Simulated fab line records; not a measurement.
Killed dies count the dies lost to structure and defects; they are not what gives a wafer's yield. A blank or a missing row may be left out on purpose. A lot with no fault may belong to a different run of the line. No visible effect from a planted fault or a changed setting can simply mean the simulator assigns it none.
fab line records -- flow n5-finfet -- part 1 of 2: steps 1 to 3 of 6
record: lots: 23, wafers: 69, last-day: 18
route steps=1938 shown ZERO_LAYER@16 PMOS_HMC_CHANNEL_EPI@81 FIN_SAQP@142 STI_FIN_REVEAL@199 DUMMY_GATE@218
lots untouched by any fault: they come from a run of this same line in which no faults occurred
start-h: hours from the record's opening day to when the first of the lot's shown wafers began -- wait-h: hours since the lot's step before -- " the same as in the row above -- L1.1+2: one row covering several wafers at once -- - no value, or no start was given -- * or withheld: withheld -- < > ~ a bound
route shown NAME@n: names a module that has steps shown in the file, with the first one's number in the route -- usual: mean/standard deviation taken from wafers without a fault -- same: alike in all rows -- chamber/n: place in a boat -- sites: readings site by site -- _std_site: standard deviation of those values -- _edge_site: outer sites' mean less inner sites' -- radius-mm: how far each site lies from the wafer's centre -- mask NAME#n: copy n -- behind: tool/chamber where the wafer was last shaped -- hold: what put the lot on hold/how long, in hours/how the hold closed -- device: the n, p or np transistor that did not switch -- end of line: the route-end tests of the same wafers -- for a step that has no rows: nothing shown but its recipe -- killed: dies that structure and defects cost at the first sort, which is not the same as the wafer's yield -- map: a wafer's dies, marking killed ones x, the rest . and places with no die _
set.NAME: the run value of the setting; set.NAME@STEP: its run value at that earlier step -- model.NAME: the simulator's own value behind a step, which no gauge read
steps of the route over a sample of lots; a table a step, a row a wafer
services: from which hour (start-h, from the record's first day; less than 0 if before it) a tool's chamber was out of use, for how many hours, and why
== steps ==
step: N5_ZERO_LAYER_ETCH_18
recipe: chemistry: HBr/Cl2, target: Si, target-depth-a: 1200, time-s: 40, pressure-mtorr: 10, icp-w: 800, bias-w: 75, HBr_flow_sccm: 150, Cl2_flow_sccm: 80
usual: drypump-motor-current-A: 5.6/0.42, oes-product-au: 0.998/0.02, rf-fwd-power-W: 795.0/2.5, throttle-valve-pct: 36.33/0.26
lot.wafer,tool,chamber,start-h,wait-h,drypump-motor-current-A,oes-product-au,rf-fwd-power-W,rf-hours-counter-h,throttle-valve-pct
L074.3,rie-si-01,0,12.97,0.0,5.6,0.969,796.9,110,36.18
L074.5,rie-si-01,3,12.97,0.0,6.2,0.997,792.4,-,36.09
L074.6,rie-si-01,0,12.97,0.0,5.6,0.964,793.7,-,36.16
L076.4,rie-si-06,0,24.91,0.0,5.2,0.990,792.8,174,36.11
L076.5,rie-si-06,0,24.91,0.0,5.2,0.989,795.1,-,36.13
L076.6,rie-si-06,3,24.91,0.0,5.8,1.006,798.3,-,36.22
L077.2,rie-si-06,1,31.17,0.0,5.9,1.008,801.6,26,36.86
L077.5,rie-si-06,0,31.17,0.0,5.2,0.981,796.1,-,36.09
L077.6,rie-si-06,3,31.17,0.0,5.8,1.001,794.7,-,36.18
L078.3,rie-si-06,3,36.79,0.0,5.8,1.003,792.2,205,36.21
L078.4,rie-si-06,1,36.79,0.0,5.9,1.002,799.4,26,36.84
L078.6,rie-si-06,0,36.79,0.0,5.2,0.984,796.8,-,36.11
L079.2,rie-si-03,0,42.94,0.0,5.0,1.034,799.1,52,36.44
L079.3,rie-si-03,1,42.94,0.0,5.7,1.021,792.4,180,36.01
L079.4,rie-si-03,3,42.94,0.0,5.3,1.039,796.5,112,36.14
L080.2,rie-si-01,2,48.91,0.0,5.0,0.978,791.6,45,36.50
L080.5,rie-si-01,3,48.91,0.0,6.1,1.009,795.5,-,36.10
L080.6,rie-si-01,2,48.91,0.0,5.1,0.971,792.9,-,36.49
L081.1,rie-si-01,2,55.07,0.0,5.1,0.977,795.2,45,36.50
L081.4,rie-si-01,3,55.07,0.0,6.1,0.996,794.9,180,36.09
L081.5,rie-si-01,2,55.07,0.0,5.1,0.972,792.0,-,36.49
L082.1,rie-si-06,2,61.37,0.0,5.5,1.000,794.5,11,36.53
L082.3,rie-si-06,0,61.37,0.0,5.2,0.988,792.4,175,36.11
L082.4,rie-si-06,1,61.37,0.0,5.9,1.005,793.2,-,36.86
L083.3,rie-si-03,0,67.01,0.0,5.0,1.035,799.3,52,36.44
L083.5,rie-si-03,3,67.01,0.0,5.3,1.031,789.6,-,36.16
L083.6,rie-si-03,0,67.01,0.0,5.0,1.039,796.9,-,36.44
L084.2,rie-si-06,2,72.91,0.0,5.5,1.004,794.6,11,36.54
L084.3,rie-si-06,1,72.91,0.0,5.8,1.004,795.0,27,36.86
L084.5,rie-si-06,1,72.91,0.0,5.8,0.998,796.3,-,36.85
L085.2,rie-si-06,0,78.80,0.0,5.2,0.987,795.5,175,36.10
L085.3,rie-si-06,2,78.80,0.0,5.5,1.003,792.5,11,36.54
L085.4,rie-si-06,3,78.80,0.0,5.8,0.989,799.4,0,36.19
L086.1,rie-si-06,0,84.91,0.0,5.2,0.981,795.2,176,36.11
L086.5,rie-si-06,1,84.91,0.0,5.9,1.005,795.6,-,36.87
L086.6,rie-si-06,0,84.91,0.0,5.2,0.986,794.8,-,36.13
L087.1,rie-si-06,2,90.91,0.0,5.5,0.996,795.8,11,36.54
L087.3,rie-si-06,1,90.91,0.0,5.9,1.004,793.4,27,36.86
L087.6,rie-si-06,0,90.91,0.0,5.2,0.997,795.0,-,36.11
L088.1,rie-si-01,0,96.80,0.0,5.6,0.972,795.8,112,36.16
L088.5,rie-si-01,2,96.80,0.0,5.0,0.969,793.8,-,36.49
L088.6,rie-si-01,3,96.80,0.0,6.1,0.995,798.0,-,36.10
L089.2,rie-si-03,0,102.95,0.0,5.0,1.029,797.0,53,36.44
L089.5,rie-si-03,1,102.95,0.0,5.7,1.018,793.4,-,36.00
L089.6,rie-si-03,0,102.95,0.0,5.0,1.029,800.4,-,36.44
L090.1,rie-si-03,2,108.81,0.0,5.3,0.990,792.0,7,36.67
L090.3,rie-si-03,0,108.81,0.0,5.0,1.031,792.5,53,36.45
L090.4,rie-si-03,1,108.81,0.0,5.7,1.020,792.7,181,36.01
L091.1,rie-si-03,0,115.10,0.0,5.0,1.034,799.0,53,36.44
L091.2,rie-si-03,3,115.10,0.0,5.3,1.035,792.0,114,36.15
L091.3,rie-si-03,1,115.10,0.0,5.7,1.026,795.6,181,36.01
L092.1,rie-si-01,3,120.79,0.0,6.1,0.997,795.1,181,36.08
L092.4,rie-si-01,0,120.79,0.0,5.6,0.967,793.0,112,36.16
L092.6,rie-si-01,2,120.79,0.0,5.0,0.968,794.9,-,36.49
L093.1,rie-si-06,1,126.81,0.0,5.9,0.994,791.5,28,36.85
L093.2,rie-si-06,3,126.81,0.0,5.8,0.991,795.2,1,36.20
L093.4,rie-si-06,2,126.81,0.0,5.5,0.999,794.1,12,36.54
L094.1,rie-si-01,1,132.79,0.0,6.3,1.009,796.1,63,36.27
L094.5,rie-si-01,1,132.79,0.0,6.3,1.005,800.0,-,36.28
L094.6,rie-si-01,0,132.79,0.0,5.6,0.965,794.1,-,36.16
L095.3,rie-si-01,1,139.14,0.0,6.3,1.002,794.2,63,36.27
L095.5,rie-si-01,0,139.14,0.0,5.6,0.967,794.5,-,36.18
L095.6,rie-si-01,1,139.14,0.0,6.3,1.006,797.7,-,36.27
L096.1,rie-si-03,3,144.92,0.0,5.3,1.035,793.7,114,36.15
L096.2,rie-si-03,0,144.92,0.0,4.9,1.040,801.3,54,36.44
L096.4,rie-si-03,1,144.92,0.0,5.7,1.023,789.6,182,36.01
L097.2,rie-si-01,2,150.91,0.0,5.0,0.974,788.8,47,36.49
L097.3,rie-si-01,1,150.91,0.0,6.3,1.005,795.6,63,36.29
L097.5,rie-si-01,0,150.91,0.0,5.6,0.974,796.3,-,36.16
step: N5_PMOS_HMC_CHANNEL_EPI_CMP_21
recipe: material: SiGe30, post-cmp-clean: alkaline-brush, target-thk-nm: 54
usual: motor-current-A: 12.0/1.3, pad-life-wafers: 808/510, slurry-flow-ml-min: 150.1/0.51
lot.wafer,tool,chamber,start-h,wait-h,motor-current-A,pad-life-wafers,slurry-flow-ml-min
L074.3,cmp-04,1,19.54,0.1,11.5,69,150.8
L074.6,cmp-04,2,19.54,0.1,10.8,-,150.9
L074.5,cmp-04,3,19.54,0.1,14.3,-,150.0
L076.4,cmp-04,1,31.97,0.1,11.3,152,150.3
L076.5,cmp-04,3,31.97,0.1,14.5,-,149.9
L076.6,cmp-04,0,31.97,0.1,12.3,-,150.8
L077.2,cmp-03,0,37.30,0.1,11.7,1375,149.5
L077.5,cmp-03,3,37.30,0.1,12.6,-,149.1
L077.6,cmp-03,0,37.30,0.1,11.7,-,149.7
L078.3,cmp-04,1,44.20,0.1,11.2,241,149.8
L078.4,cmp-04,2,44.20,0.1,10.8,242,149.9
L078.6,cmp-04,1,44.20,0.1,11.5,-,150.5
L079.3,cmp-03,2,49.68,0.0,10.8,1494,149.8
L079.4,cmp-03,0,49.68,0.0,11.8,1496,149.9
L079.2,cmp-03,1,49.68,0.0,12.3,1497,150.0
L080.2,cmp-03,0,55.84,0.1,11.9,1551,150.5
L080.6,cmp-03,1,55.84,0.1,13.0,-,150.0
L080.5,cmp-03,2,55.84,0.1,10.8,-,150.2
L081.4,cmp-01,0,61.81,0.0,11.3,198,150.0
L081.1,cmp-01,3,61.81,0.0,12.4,201,149.6
L081.5,cmp-01,1,61.81,0.0,9.4,-,149.8
L082.4,cmp-03,0,68.95,0.0,11.7,1590,149.4
L082.1,cmp-03,2,68.95,0.0,10.8,1592,150.3
L082.3,cmp-03,3,68.95,0.0,12.4,1593,148.9
L083.3,cmp-04,2,73.96,0.1,11.2,475,149.7
L083.5,cmp-04,1,73.96,0.1,11.0,-,149.6
L083.6,cmp-04,2,73.96,0.1,10.4,-,150.1
L084.2,cmp-04,3,79.77,0.0,13.5,522,150.4
L084.3,cmp-04,0,79.77,0.0,12.8,523,150.0
L084.5,cmp-04,3,79.77,0.0,14.1,-,150.2
L085.2,cmp-01,3,86.30,0.1,12.3,295,149.8
L085.4,cmp-01,0,86.30,0.1,11.0,296,149.4
L085.3,cmp-01,1,86.30,0.1,9.6,297,149.2
L086.1,cmp-01,3,93.06,0.1,12.3,344,151.1
L086.5,cmp-01,1,93.06,0.1,9.7,-,150.4
L086.6,cmp-01,2,93.06,0.1,13.7,-,150.1
L087.3,cmp-01,1,99.70,0.0,9.9,402,150.5
L087.1,cmp-01,3,99.70,0.0,12.6,404,150.2
L087.6,cmp-01,1,99.70,0.0,9.5,-,150.1
L088.1,cmp-04,1,103.18,0.0,11.8,714,150.7
L088.5,cmp-04,1,103.18,0.0,11.5,-,150.7
L088.6,cmp-04,2,103.18,0.0,11.1,-,150.1
L089.2,cmp-04,0,109.66,0.1,12.9,739,150.6
L089.6,cmp-04,3,109.66,0.1,13.8,-,150.1
L089.5,cmp-04,0,109.66,0.1,12.9,-,150.8
L090.3,cmp-03,1,116.21,0.1,12.1,1981,149.5
L090.1,cmp-03,2,116.21,0.1,11.0,1982,149.6
L090.4,cmp-03,3,116.21,0.1,12.8,1983,150.3
L091.2,cmp-01,2,122.15,0.0,13.6,564,150.1
L091.3,cmp-01,0,122.15,0.0,10.9,566,150.1
L091.1,cmp-01,1,122.15,0.0,9.9,567,149.5
L092.1,cmp-01,2,127.74,0.0,14.1,600,149.3
L092.4,cmp-01,0,127.74,0.0,10.8,602,150.1
L092.6,cmp-01,3,127.74,0.0,12.8,-,150.7
L093.4,cmp-04,1,133.25,0.0,11.1,924,150.8
L093.1,cmp-04,2,133.25,0.0,11.5,925,150.4
L093.2,cmp-04,3,133.25,0.0,14.6,926,150.6
L094.1,cmp-04,2,139.27,0.1,11.1,955,150.5
L094.6,cmp-04,1,139.27,0.1,12.1,-,150.8
L094.5,cmp-04,2,139.27,0.1,10.4,-,150.5
L095.3,cmp-04,1,145.94,0.0,11.4,1008,150.7
L095.5,cmp-04,1,145.94,0.0,11.0,-,150.5
L095.6,cmp-04,2,145.94,0.0,11.0,-,149.9
L096.2,cmp-01,2,151.87,0.1,13.6,799,150.2
L096.4,cmp-01,3,151.87,0.1,13.2,800,150.7
L096.1,cmp-01,0,151.87,0.1,11.3,801,149.9
L097.2,cmp-04,2,157.50,0.0,10.8,1110,150.2
L097.3,cmp-04,3,157.50,0.0,14.4,1111,150.2
L097.5,cmp-04,2,157.50,0.0,10.5,-,149.8
step: N5_FIN_SAQP_HM_OPEN_33
recipe: chemistry: CH3F/O2, target: SiNx, mask-material: SiO2, target-depth-a: 494, time-s: 70.6, pressure-mtorr: 30, source-w: 395, bias-w: 73, Ar_flow_sccm: 150, CH3F_flow_sccm: 30, O2_flow_sccm: 20, ion-energy-ev: 120, ends: cleared
usual: drypump-motor-current-A: 5.7/0.4, etch-rf-on-time-s: 69.7/1.4, mfc-ar-sccm: 150.0/0.42, oes-product-au: 0.64/0.06, rf-fwd-power-W: 391.2/1.4, rf-vpp-V: 298/4.4, showerhead-plenum-p-Torr: 1.99/0.068, throttle-valve-pct: 16.44/0.24
lot.wafer,tool,chamber,start-h,wait-h,drypump-motor-current-A,etch-rf-on-time-s,mfc-ar-sccm,oes-product-au,rf-fwd-power-W,rf-hours-counter-h,rf-vpp-V,showerhead-plenum-p-Torr,throttle-valve-pct
L074.3,rie-diel-01,0,25.71,0.1,5.5,67.8,150.2,0.67,389.9,125,299,2.09,16.28
L074.5,rie-diel-01,3,25.71,0.1,5.5,68.8,149.4,0.67,390.5,-,299,2.00,16.26
L074.6,rie-diel-01,0,25.71,0.1,5.5,69.5,149.8,0.67,390.3,-,299,2.09,16.29
L076.4,rie-diel-01,3,37.72,0.0,5.5,68.3,149.7,0.66,391.1,148,298,2.00,16.28
L076.5,rie-diel-01,0,37.72,0.0,5.6,71.0,150.1,0.66,392.9,-,299,2.09,16.28
L076.6,rie-diel-01,3,37.72,0.0,5.5,70.5,150.0,0.66,390.8,-,298,2.00,16.26
L077.2,rie-diel-03,1,43.60,0.0,5.7,69.7,150.4,0.62,387.9,199,298,2.08,16.72
L077.5,rie-diel-03,2,43.60,0.0,5.7,69.4,150.3,0.60,392.8,-,297,1.90,16.77
L077.6,rie-diel-03,1,43.60,0.0,5.7,71.9,150.1,0.61,390.2,-,296,2.08,16.72
L078.3,rie-diel-06,0,50.19,0.1,6.5,69.9,150.5,0.69,392.7,89,303,1.94,16.29
L078.4,rie-diel-06,1,50.19,0.1,5.5,68.8,150.6,0.61,393.3,227,292,1.96,16.23
L078.6,rie-diel-06,2,50.19,0.1,5.4,69.9,149.4,0.60,390.5,-,304,2.05,16.38
L079.2,rie-diel-06,2,55.60,0.0,5.4,69.4,150.0,0.61,392.5,213,304,2.05,16.39
L079.3,rie-diel-06,3,55.60,0.0,5.5,70.3,150.5,0.58,390.3,237,296,1.98,16.90
L079.4,rie-diel-06,3,55.60,0.0,5.6,71.1,150.0,0.59,390.7,-,296,1.98,16.91
L080.2,rie-diel-03,2,61.91,0.1,5.7,68.2,149.7,0.60,393.3,229,296,1.90,16.78
L080.5,rie-diel-03,2,61.91,0.1,5.7,69.4,149.9,0.60,394.4,-,296,1.90,16.79
L080.6,rie-diel-03,0,61.91,0.1,5.3,70.5,149.6,0.64,392.9,-,300,1.93,16.35
L081.1,rie-diel-03,1,67.79,0.0,5.7,71.2,150.0,0.60,389.9,209,294,2.08,16.71
L081.4,rie-diel-03,2,67.79,0.0,5.8,71.1,149.9,0.60,392.4,231,297,1.90,16.79
L081.5,rie-diel-03,3,67.79,0.0,6.6,73.1,150.4,0.74,389.1,-,304,2.12,16.10
L082.1,rie-diel-06,3,76.71,0.0,5.5,70.8,150.4,0.58,392.4,242,296,1.97,16.91
L082.3,rie-diel-06,2,76.71,0.0,5.3,69.7,149.8,0.60,391.1,219,305,2.05,16.40
L082.4,rie-diel-06,0,76.71,0.0,6.5,70.3,150.2,0.69,392.5,94,303,1.94,16.29
L083.3,rie-diel-06,1,80.59,0.1,5.4,67.6,149.7,0.60,390.4,235,291,1.95,16.26
L083.5,rie-diel-06,0,80.59,0.1,6.5,71.9,149.8,0.68,391.2,-,303,1.94,16.30
L083.6,rie-diel-06,1,80.59,0.1,5.4,69.1,149.9,0.60,392.3,-,293,1.95,16.25
L084.2,rie-diel-01,0,86.73,0.0,5.5,69.6,149.5,0.65,389.7,144,299,2.09,16.32
L084.3,rie-diel-01,3,86.73,0.0,5.5,66.4,150.1,0.65,388.8,164,297,1.99,16.28
L084.5,rie-diel-01,3,86.73,0.0,5.5,67.9,150.1,0.64,390.0,-,298,1.99,16.30
L085.2,rie-diel-06,0,93.42,0.0,6.5,68.9,150.0,0.68,391.0,99,303,1.94,16.30
L085.3,rie-diel-06,1,93.42,0.0,5.4,69.4,150.0,0.60,393.5,240,293,1.95,16.27
L085.4,rie-diel-06,3,93.42,0.0,5.6,74.0,149.8,0.57,391.1,247,295,1.97,16.91
L086.1,rie-diel-03,3,102.32,0.5,6.6,68.9,149.8,0.73,389.5,46,305,2.12,16.12
L086.5,rie-diel-03,1,102.32,0.5,5.6,70.5,150.1,0.60,388.6,-,296,2.07,16.75
L086.6,rie-diel-03,2,102.32,0.5,5.7,70.9,150.3,0.59,392.3,-,296,1.90,16.80
L087.1,rie-diel-06,1,106.96,0.2,5.5,67.5,149.7,0.59,391.0,245,292,1.95,16.26
L087.3,rie-diel-06,0,106.96,0.2,6.5,68.7,149.7,0.68,390.6,104,303,1.93,16.32
L087.6,rie-diel-06,1,106.96,0.2,5.5,66.9,150.0,0.60,390.7,-,292,1.95,16.29
L088.1,rie-diel-03,0,109.72,0.1,5.3,70.1,150.9,0.63,391.4,159,299,1.92,16.38
L088.5,rie-diel-03,0,109.72,0.1,5.3,70.2,151.2,0.63,390.5,-,300,1.92,16.38
L088.6,rie-diel-03,1,109.72,0.1,5.7,70.4,150.4,0.60,389.0,-,297,2.07,16.75
L089.2,rie-diel-06,2,116.14,0.2,5.4,67.7,149.4,0.60,393.6,231,304,2.04,16.42
L089.5,rie-diel-06,1,116.14,0.2,5.5,68.9,149.5,0.59,391.3,-,291,1.95,16.28
L089.6,rie-diel-06,2,116.14,0.2,5.4,68.8,150.2,0.60,392.6,-,305,2.04,16.42
L090.1,rie-diel-01,1,123.56,0.0,5.3,69.1,149.9,0.62,391.6,197,295,1.91,16.83
L090.3,rie-diel-01,2,123.56,0.0,5.8,70.7,150.3,0.60,391.6,183,291,1.99,16.46
L090.4,rie-diel-01,0,123.56,0.0,5.5,69.7,150.0,0.63,390.9,156,301,2.08,16.34
L091.1,rie-diel-03,1,128.82,0.0,5.7,70.3,149.5,0.59,389.9,230,295,2.07,16.74
L091.2,rie-diel-03,0,128.82,0.0,5.4,70.0,149.5,0.62,391.7,163,299,1.92,16.37
L091.3,rie-diel-03,3,128.82,0.0,6.6,71.8,149.9,0.72,387.4,55,304,2.12,16.15
L092.1,rie-diel-01,3,134.71,0.0,5.5,69.1,150.4,0.63,391.7,180,298,1.99,16.33
L092.4,rie-diel-01,1,134.71,0.0,5.3,69.9,150.7,0.62,391.8,200,295,1.90,16.83
L092.6,rie-diel-01,3,134.71,0.0,5.5,68.2,150.2,0.63,390.3,-,297,1.98,16.33
L093.1,rie-diel-01,3,139.85,0.1,5.5,67.9,150.3,0.63,388.2,182,298,1.98,16.33
L093.2,rie-diel-01,2,139.85,0.1,5.8,70.6,149.7,0.60,389.8,190,290,1.99,16.46
L093.4,rie-diel-01,1,139.85,0.1,5.3,70.7,150.8,0.61,391.4,202,295,1.90,16.83
L094.1,rie-diel-06,0,145.37,0.0,6.5,68.5,150.6,0.67,391.1,118,303,1.93,16.32
L094.5,rie-diel-06,3,145.37,0.0,5.6,66.5,149.5,0.82,391.6,-,296,1.97,16.46
L094.6,rie-diel-06,0,145.37,0.0,6.5,69.4,150.8,0.67,391.0,-,304,1.93,16.33
L095.3,rie-diel-03,1,152.06,0.0,5.7,70.4,149.0,0.59,391.7,239,295,2.07,16.78
L095.5,rie-diel-03,2,152.06,0.0,5.7,69.4,149.9,0.82,391.4,-,301,2.14,16.33
L095.6,rie-diel-03,3,152.06,0.0,6.6,72.9,149.1,0.72,392.8,-,303,2.11,16.15
L096.1,rie-diel-06,0,158.83,0.0,6.5,68.0,149.8,0.65,392.4,123,304,1.93,16.34
L096.2,rie-diel-06,3,158.83,0.0,5.5,68.2,149.6,0.80,390.5,12,296,1.97,16.46
L096.4,rie-diel-06,2,158.83,0.0,5.3,69.5,150.1,0.58,394.4,248,302,2.04,16.47
L097.2,rie-diel-06,1,163.82,0.0,5.4,68.1,149.7,0.82,390.8,5,291,1.95,15.79
L097.3,rie-diel-06,2,163.82,0.0,5.4,69.2,149.9,0.58,393.9,249,305,2.04,16.45
L097.5,rie-diel-06,3,163.82,0.0,5.5,68.6,150.0,0.80,392.4,-,295,1.97,16.45
